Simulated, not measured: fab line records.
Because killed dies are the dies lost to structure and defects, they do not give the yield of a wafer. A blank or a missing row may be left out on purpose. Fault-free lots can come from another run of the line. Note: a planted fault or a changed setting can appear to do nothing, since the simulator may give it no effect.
A lot that was struck, set against a sound lot    flow nand harc    14 steps out of a route of 1302
Sound: these wafers, L259.2, L259.3, L259.5. The struck wafers were L271.1, L271.3, L271.4. At the end, the cause is stated.
Each step with rows lists, per side, the tool, then ch with its chambers, then its first start. Under that, the readings that differ: sound wafers    struck wafers    difference of the means    sigmas: that difference in standard deviations of wafers without a fault.
alike: readings with means less than 2 such deviations apart, plus words and numbers identical on both sides. not compared: withheld readings, readings lacking a value on some wafer, bounds such as >300 that could conceal the same value, and numbers that have no deviation in the record and whose values overlap.
Wherever a step has rows on one side only, a row that says differs or no value, or a row with sigmas, the two part there. Numbers that don't overlap but have no deviation are shown without sigmas and don't part them. A reading that every wafer of one side lacks parts them only if that side has two wafers or more.

NHARC_P_M2_PRE_CLEAN_30: time 30 s.
  sound on pvd sputter-03; struck on pvd sputter-02
  alike: heater power w
NHARC_P_M2_PVD_20: deposits TaN, target thk 5 nm, time 8.06 s.
  sound on pvd sputter-03; struck on pvd sputter-02
  alike: bias v, throttle valve pct
NHARC_P_M2_PVD_21: deposits Cu, target thk 30 nm, time 20.49 s.
  sound on pvd sputter-03; struck on pvd sputter-02
  alike: throttle valve pct
then, 1 step without rows for these wafers: NHARC_P_M2_ECD_22 (material Cu, target thk 400 nm).
NHARC_P_M2_ANNEAL_31: time 90 s.
  sound on rtp anneal-02 ch 0, day 6 18:24; struck on rtp anneal-01 ch 0, day 11 16:36
  alike: wafer_temp_C_max
NHARC_P_M2_CMP_23: polishes, t overpolish 20 s, target thk 144.3 nm.
  sound on cmp-02 ch 1,2, day 6 18:41; struck on cmp-03 ch 0,1,3, day 11 16:57
  alike: motor current A, time to endpoint s
NHARC_P_M2_THK_MEAS_24: measures by xrf.
  sound on film metro-01, day 6 19:01; struck on film metro-01, day 11 17:16
  alike: thk nm
next, for these wafers, 1 step has no rows: NHARC_P_M2_SRD_25.
NHARC_P_M2_INSPECT_27:
  sound on defect inspect-01, day 6 19:10; struck on defect inspect-01, day 11 17:25
  alike: raw defect count
then, 2 steps without rows for these wafers: NHARC_P_M2_PRE_CLEAN_32 (time 12 s); NHARC_P_M2_DEP_33 (deposits SiCN, target thk 30 nm).
NHARC_P_BONDPAD_DEP_00: deposits SiCN, target thk 250 nm.
  sound on pecvd-04 ch 0,2, day 6 19:45; struck on pecvd-03 ch 1,2, day 11 18:35
reading               sound           struck          difference  sigmas
showerhead vpp V (V)  1435 1458 1420  1249 1297 1311  -152        -2
  alike: heater power w
then, 1 step without rows for these wafers: NHARC_P_BONDPAD_CMP_32 (polishes SiCN, target thk 200 nm).
-- jump in the record: it breaks off in module P_BONDPAD and resumes in module END (first step shown: number 1302 of the route), and 18 days separate the struck wafers' starts before and after --
NHARC_END_SORT_01:
  sound on prober-01 ch 0, day 25 01:48; struck on prober-02 ch 0, day 29 07:56
  alike: defect limited yield, killed at array, killed at other, killed at periphery, killed dies, killed open, killed short

== WHERE THEY PART ==
At NHARC_P_BONDPAD_DEP_00 and nowhere else, as far as this record goes. Later steps at which nothing parts them and some readings are alike: NHARC_END_SORT_01.

WHY: the cause the simulator had injected
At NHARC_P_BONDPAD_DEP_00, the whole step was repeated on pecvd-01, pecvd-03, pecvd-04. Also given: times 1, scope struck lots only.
